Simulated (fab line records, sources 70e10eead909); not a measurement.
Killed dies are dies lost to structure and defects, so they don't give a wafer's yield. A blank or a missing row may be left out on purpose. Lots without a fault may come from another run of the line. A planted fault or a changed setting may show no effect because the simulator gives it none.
A struck lot beside a sound one | flow nand_harc | 17 steps out of a route of 1159
Sound: wafers L220.3, L220.5, L220.6. Struck: wafers L225.1, L225.3, L225.6. The cause comes at the end.
At each step with rows: each side's tool, then ch and its chambers, then its first start. Under that, the readings that differ: sound wafers | struck wafers | difference of the means | sigmas: that difference in standard deviations of wafers without a fault.
alike: readings whose means differ by less than 2 such deviations, and words and numbers that are the same on both sides. not compared: withheld readings, readings that some wafer has no value for, bounds like >300 that may hide the same value, and numbers for which the record gives no deviation and whose values overlap.
The two part at a step that has a row with sigmas, a row that says differs or no value, or rows on one side only. Numbers that don't overlap but have no deviation are shown without sigmas and don't part them. A reading that every wafer of one side lacks parts them only if that side has two wafers or more.

first, 1 step without rows for these wafers: NHARC_P_GATE_HARDBAKE_47 (time 80 s).
NHARC_P_GATE_DESCUM_48: chemistry O2, time 3 s.
  sound on rie_diel-11 ch 1,2, day 7 13:41; struck on rie_diel-08 ch 1,2, day 8 11:25
  alike: drypump_motor_current_A, oes_product_au, rf_vpp_V, showerhead_plenum_p_Torr, throttle_valve_pct
  not compared: rf_hours_counter_h
then, 1 step without rows for these wafers: NHARC_P_GATE_IMPLANT_49.
NHARC_P_GATE_STRIP_111: strips in N2/H2, time 250 s.
  sound on plasma_asher-02 ch 0,1, day 7 14:09; struck on plasma_asher-01 ch 0,1, day 8 11:49
  reading                     | sound          | struck         | difference | sigmas
  drypump_motor_current_A (A) | 5.45 5.46 5.54 | 5.83 5.84 5.59 | +0.27      | +2
  alike: heater_power_w
  not compared: rf_hours_counter_h
NHARC_P_GATE_STRIP_75: strips in O2.
  sound on plasma_asher-02 ch 0,1, day 7 14:22; struck on plasma_asher-01 ch 0,1, day 8 12:07
  reading                     | sound          | struck         | difference | sigmas
  drypump_motor_current_A (A) | 5.42 5.44 5.52 | 5.84 5.83 5.58 | +0.29      | +2
  alike: heater_power_w
  not compared: rf_hours_counter_h
then, 7 steps without rows for these wafers: NHARC_P_GATE_STRIP_50 (strips in SPM, time 900 s); NHARC_P_GATE_DEHYDRATE_51 (time 120 s); NHARC_P_GATE_HMDS_52 (time 30 s); NHARC_P_GATE_COAT_53; NHARC_P_GATE_SOFTBAKE_54 (time 95 s); NHARC_P_GATE_EBR_55; NHARC_P_GATE_EXPOSE_56 (exposes mask P PSD, target cd 720 nm).
NHARC_P_GATE_PEB_57: peb time 85 s.
  sound on litho_track-03 ch 0, day 7 15:11; struck on litho_track-05 ch 0, day 8 12:57
  reading                  | sound                | struck               | difference | sigmas
  heater_power_total_W (W) | 164.43 164.04 163.72 | 157.19 157.18 157.57 | -6.75      | -26
  plate_temp_C (C)         | 118.03 118.04 118.12 | 114.43 114.32 114.37 | -3.69      | -26
then, 1 step without rows for these wafers: NHARC_P_GATE_DEVELOP_58 (time 70 s).
NHARC_P_GATE_CD_MEAS_59: target cd 720 nm.
  sound on cd_sem-02 ch 0, day 7 15:17; struck on cd_sem-03 ch 0, day 8 13:02
  reading    | sound             | struck            | difference | sigmas
  cd_nm (nm) | 720.0 721.3 719.5 | 712.6 713.1 712.3 | -7.6       | -5
then, 2 steps without rows for these wafers: NHARC_P_GATE_HARDBAKE_60 (time 80 s); NHARC_END_SORT_01.

WHERE THEY PART
First at NHARC_P_GATE_STRIP_111; last, within this record, at NHARC_P_GATE_CD_MEAS_59.

WHY: what the simulator had put in
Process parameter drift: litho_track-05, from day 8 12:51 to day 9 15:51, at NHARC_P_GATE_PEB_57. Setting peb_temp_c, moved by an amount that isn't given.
